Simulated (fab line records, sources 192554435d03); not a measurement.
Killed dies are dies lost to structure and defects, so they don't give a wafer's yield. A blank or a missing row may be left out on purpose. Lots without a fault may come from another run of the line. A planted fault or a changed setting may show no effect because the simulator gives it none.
One fault seen from 2 desks | flow n5_finfet | each desk has only its own numbers; what lay behind them comes last

THE TOOL OWNER'S DESK: rie_metal-01
The tool's own readings at N5_MIM_TOP_ETCH_ETCH_00 (etches TiN in Cl2/BCl3, target depth 38.5 nm): means of the sampled wafers that have a number, for each lot that ran on this tool. A lot is out of limits, marked OUT, if its mean lies more than 4 standard deviations from the usual mean; the brackets give that distance.
Columns: A = drypump_motor_current_A at N5_MIM_TOP_ETCH_ETCH_00, usual 5.3 A; B = mfc_cl2_sccm at N5_MIM_TOP_ETCH_ETCH_00, usual 53.21 sccm; C = oes_product_au at N5_MIM_TOP_ETCH_ETCH_00, usual 0.81 a.u.; D = throttle_valve_pct at N5_MIM_TOP_ETCH_ETCH_00, usual 22.8 %
lot  | first seen here | A   | B               | C    | D
L943 | day 11 22:05    | 5.6 | 53.07           | 0.70 | 22.7
L947 | day 13 04:53    | 5.4 | 60.18 (+41) OUT | 0.76 | 23.4
L950 | day 13 21:49    | 5.2 | 63.79 (+62) OUT | 0.82 | 23.7
L959 | day 16 06:52    | 5.6 | 53.01           | 0.90 | 22.7
L965 | day 17 23:21    | 5.2 | 53.16           | 0.77 | 22.5
L963 | day 18 08:02    | 5.4 | 53.32           | 0.83 | 22.6
This desk's finding: out of limits on L947, L950; first on L947, day 13 04:53 (mfc_cl2_sccm at N5_MIM_TOP_ETCH_ETCH_00). In limits: L943, L959, L965, L963.

THE METROLOGY DESK
What the gauges read, lot by lot, whatever tool the lot ran on: means of the sampled wafers that have a number. A lot is out of limits, marked OUT, if its mean lies more than 4 standard deviations from the usual mean; the brackets give that distance.
Columns: A = MIM_BOT_OVL at N5_MIM_BOT_LITHO_OVL_MEAS_11, usual -1 nm
lot  | first seen here | A
L943 | day 11 22:49    | -1
L944 | day 11 23:56    | -1
L947 | day 13 05:29    | -1
L950 | day 13 23:02    | -4
L953 | day 14 17:38    | -2
L959 | day 16 07:35    | 0
L964 | day 17 09:17    | -6
L962 | day 17 09:55    | -3
L965 | day 18 00:06    | -4
L963 | day 18 08:45    | -4
L966 | day 18 13:01    | 1
This desk's finding: nothing out of limits on any of the 11 lots.

PUT TOGETHER
The tool owner's desk could have raised an alarm at day 13 04:53, on L947, L950.
The metrology desk saw nothing out of limits.
The metrology desk has L947, L950 on record, within its limits.
Of the lots named, all ran N5_MIM_TOP_ETCH_ETCH_00 on rie_metal-01.

WHAT THE SIMULATOR HAD PUT IN
Process parameter drift: rie_metal-01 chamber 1, from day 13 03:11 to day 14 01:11, at N5_MIM_TOP_ETCH_ETCH_00. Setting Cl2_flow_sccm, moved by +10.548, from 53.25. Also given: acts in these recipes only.
Lots struck among those shown: L947, L950.
Hours from the fault's start to each desk's first reading out of limits: the tool owner's desk, 2.
